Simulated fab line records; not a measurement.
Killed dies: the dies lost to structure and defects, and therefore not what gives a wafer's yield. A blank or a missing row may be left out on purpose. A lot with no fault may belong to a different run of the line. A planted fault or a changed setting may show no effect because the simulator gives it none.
Split-lot experiment ; flow n5_finfet ; 21 wafers read from 7 lots, route of 1938 steps

== THE SPLIT ==
At N5_SD_EPI_P_EPI_21 (deposits SiGe:B, time 355 s), the setting temp_c was moved away from the recipe's 550 C on 5 of the 21 wafers read, by -0.5% to +0.3%. This setting was run at the recipe's value on the other wafers.

== FROM THE SPLIT TO THE READING: what the file shows between them, 2 steps ==
- N5_SD_EPI_P_HM_STRIP_48: strips SiNx in H3PO4, material SiNx, target depth 3 nm
- N5_SD_ACTIVATION_LSA_01: time 0.0008 s (also split here: temp_c)

== THE READING ==
RS_SD_P, in ohm/sq, at N5_SD_ACTIVATION_RS_MEAS_03 (measures by four-point-probe). Fault-free wafers of this fab line usually give 56.4 ohm/sq, standard deviation 0.82 ohm/sq.

wafer;tool, chamber at the split;temp_c as run, C;against the recipe;RS_SD_P, ohm/sq;against lot-mates on the recipe
L080.1;epi_rpcvd-01, 0;550;recipe;55.5;-
L080.2;epi_rpcvd-01, 0;547;-0.5%;59.6;+3.7
L080.5;epi_rpcvd-01, 0;550;recipe;56.3;-
L081.1;epi_rpcvd-04, 0;550;recipe;57.4;-
L081.3;epi_rpcvd-04, 0;550;recipe;56.3;-
L081.4;epi_rpcvd-04, 0;550;recipe;57.6;-
L090.1;epi_rpcvd-03, 0;547.4;-0.5%;60.1;no lot-mate on the recipe
L090.5;epi_rpcvd-03, 0;547.4;-0.5%;60.4;no lot-mate on the recipe
L090.6;epi_rpcvd-03, 0;547.4;-0.5%;60.7;no lot-mate on the recipe
L091.2;epi_rpcvd-01, 0;550;recipe;56.9;-
L091.5;epi_rpcvd-01, 0;550;recipe;56.7;-
L091.6;epi_rpcvd-01, 0;550;recipe;57.3;-
L093.2;epi_rpcvd-01, 0;551.5;+0.3%;53.9;-1.6
L093.5;epi_rpcvd-01, 0;550;recipe;55.7;-
L093.6;epi_rpcvd-01, 0;550;recipe;55.3;-
L096.1;epi_rpcvd-03, 0;550;recipe;56.5;-
L096.2;epi_rpcvd-03, 0;550;recipe;57.4;-
L096.3;epi_rpcvd-03, 0;550;recipe;57.6;-
L097.2;epi_rpcvd-03, 0;550;recipe;56.5;-
L097.4;epi_rpcvd-03, 0;550;recipe;56.6;-
L097.6;epi_rpcvd-03, 0;550;recipe;56.8;-

FIT RESULTS
A straight line over all 21 wafers: RS_SD_P changes by -7.45 ohm/sq for each +1% of temp_c; r = -0.91; the points scatter about the line by 0.72 ohm/sq.
The same after taking each lot's own level away (the mean of its wafers on the recipe; 18 wafers): -6.59 ohm/sq for each +1%; r = -0.93; scatter 0.38 ohm/sq.
According to that fit, moving temp_c by its largest amount changes the reading by 3.6 ohm/sq.
From 55.50 to 57.17 ohm/sq: that is the span of the lots' own levels, equal to 2.0 times the standard deviation above.
So the lot-to-lot level changes the slope: the two fits differ.
Check: for one of the wafers moved furthest among these (-0.5%), held out of the fit, the line's prediction against its lot-mates is +3.2 ohm/sq. Against them it came out at +3.7 ohm/sq.

== THE OTHER SPLITS THESE WAFERS WENT THROUGH ==
Other splits were also applied to these wafers ahead of the reading. Each is held against what the fit with the lots' levels taken away leaves over:
other split on the same wafers;wafers away from the commonest value;r with RS_SD_P (lot level and that fit taken away)
N5_SD_EPI_N_PEB_07 peb_time_s;6;+0.04
N5_SD_EPI_N_DESCUM_14 time_s;6;+0.29
N5_SD_ACTIVATION_LSA_01 temp_c;6;-0.29

== THE WHOLE CHAIN: every reading that the file lists as answering this split, in the file's order ==
step;what it does;reading;change (the file's fit);r (the file's)
N5_SD_EPI_P_EPI_21;deposits SiGe:B, time 355 s;SiGe-B_of_SD_EPI_P_EPI_21.thk_nm (the simulator's own value, which no gauge read);+6.89 nm for each +1% of the setting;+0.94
N5_SD_EPI_P_HM_STRIP_48;strips SiNx in H3PO4, material SiNx, target depth 3 nm;SiGe-B_of_SD_EPI_P_EPI_21.thk_nm (the simulator's own value, which no gauge read);+6.6 nm for each +1% of the setting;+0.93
N5_SD_ACTIVATION_RS_MEAS_03;measures by four-point-probe;RS_SD_P;-6.62 for each +1% of the setting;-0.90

== FILE'S OWN FIT ==
RS_SD_P changes by -6.62 ohm/sq for each +1% of temp_c, r = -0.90.
